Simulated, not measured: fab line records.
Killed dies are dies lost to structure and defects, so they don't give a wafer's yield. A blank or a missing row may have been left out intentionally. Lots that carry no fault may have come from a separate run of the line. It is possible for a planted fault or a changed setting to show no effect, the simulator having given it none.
Comparing a struck lot with a sound one ; flow n5Finfet ; 16 steps out of a route of 1938
Sound: wafers L512.3, L512.4, L512.6. The struck wafers were L515.1, L515.4, L515.6. The cause is given at the end.
Each step with rows lists, per side, the tool, then ch with its chambers, then its first start. Under that, the readings that differ: sound wafers ; struck wafers ; difference of the means ; sigmas: that difference in standard deviations of wafers without a fault.
alike: same words and numbers on both sides, and readings whose means sit less than 2 such deviations apart. not compared: any withheld reading, any reading some wafer has no value for, any bound like >300 that may hide the same value, and any number with overlapping values for which the record gives no deviation.
A row with sigmas, a row that says differs or no value, or rows on one side alone: a step with any of these is where the two part. Numbers that have no deviation but don't overlap get no sigmas and don't part them. A reading missing from all wafers of one side parts the sides only when that side holds two or more wafers.

first, 4 steps without rows for these wafers: N5_FIN_SAQP_STRIP_23 (strips in SPM, time 750 s); N5_FIN_SAQP_SRD_66 (time 30 s); N5_FIN_SAQP_RECESS_75 (chemistry HF/NH3, target SiO2, target depth 14.4 nm, afs cycles 3, sublimation time 60 s); N5_FIN_SAQP_SPACER1_ALD_24 (deposits SiO2, target thk 20.3 nm, pulse time 1 s, purge time 2 s).
N5_FIN_SAQP_SPACER1_ETCHBACK_25: etches SiO2 in CHF3/O2, target depth 24.4 nm, time 12.2 s.
  sound on rieDiel-05 ch 1,2,3, day 2 00:45; struck on rieDiel-05 ch 1,2, day 2 18:10
  alike: drypumpMotorCurrentA, oesProductAu, rfVppV, showerheadPlenumPTorr, throttleValvePct
  not compared: rfHoursCounterH
N5_FIN_SAQP_MANDREL1_REMOVE_56: chemistry HBr/Cl2/O2, target a-Si, stops on SiNx, bt time 10 s.
  sound on rieSi-05 ch 0,1,3, day 2 00:50; struck on rieSi-05 ch 0,1, day 2 18:16
  alike: HBr_flow_sccm, drypumpMotorCurrentA, oesProductAu, throttleValvePct
  not compared: rfHoursCounterH
N5_FIN_SAQP_CD_MEAS_27: target cd 20 nm.
  sound on cdSem-03 ch 0, day 2 00:58; struck on cdSem-03 ch 0, day 2 18:22
  alike: cdNm
then, 1 step without rows for these wafers: N5_FIN_SAQP_ETCH_57 (etches SiNx in CH3F/O2, target depth 32.5 nm, time 46.4 s).
N5_FIN_SAQP_ETCH_65: etches SiO2 in CF4, target depth 4 nm, time 4.4 s.
  sound on rieSi-01 ch 0,1, day 2 01:07; struck on rieSi-06 ch 0,1,2, day 2 18:32
  alike: biasW, cf4FlowSccm, drypumpMotorCurrentA, oesProductAu, throttleValvePct
  not compared: rfHoursCounterH
N5_FIN_SAQP_MANDREL_ETCH_58: etches a-Si in HBr/Cl2, stops on SiNx, target depth 45 nm, bt time 10 s, time 27 s.
  sound on rieSi-01 ch 0,1, day 2 01:09; struck on rieSi-06 ch 0,1,2, day 2 18:34
  alike: HBr_flow_sccm, biasW, drypumpMotorCurrentA, oesProductAu, throttleValvePct
  not compared: rfHoursCounterH
N5_FIN_SAQP_RECESS_63: chemistry HF/NH3, target SiO2, target depth 18 nm, afs cycles 3, sublimation time 60 s.
  sound on vaporEtch-01 ch 0,1, day 2 01:21; struck on vaporEtch-01 ch 1, day 2 18:38
  alike: drypumpMotorCurrentA
then, 1 step without rows for these wafers: N5_FIN_SAQP_COAT_68 (time 60 s, resist thk 100 nm).
N5_FIN_SAQP_ETCH_69: etches SOC in N2/H2, stops on SiNx, target depth 150 nm.
  sound on rieDiel-03 ch 2,3, day 2 01:41; struck on rieDiel-04 ch 2,3, day 2 19:13
  no value came back on the struck wafers for any of 7 readings (biasW (W), chamberPressureMTorr (mTorr) and others); on the sound wafers biasW (W) reads 61.10 61.01 61.01
reading;sound;struck;difference;sigmas
model.SOC_of_FIN_SAQP_COAT_68.thkNm (nm);4.8 4.2 6;99.6 99.8 99.8;+94.7;
  not compared: rfHoursCounterH
then, 1 step without rows for these wafers: N5_FIN_SAQP_ETCH_67 (etches SiNx in CH3F/O2, target depth 30 nm).
N5_BEOL_M4_RC_MEAS_101:
  the record has rows for the sound wafers here (prober-01 ch 0, day 8 00:32) and none for the struck ones
N5_PASSIVATION_PROBE_49:
  rows exist in the record for the sound wafers here (prober-02, day 12 02:55), none for the struck ones

## WHERE THEY PART
First at N5_FIN_SAQP_ETCH_69; last, within this record, at N5_PASSIVATION_PROBE_49.

WHY: whatever the simulator had introduced
Step skipped in full: rieDiel-04, at N5_FIN_SAQP_ETCH_69, from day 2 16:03 onward. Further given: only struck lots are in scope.
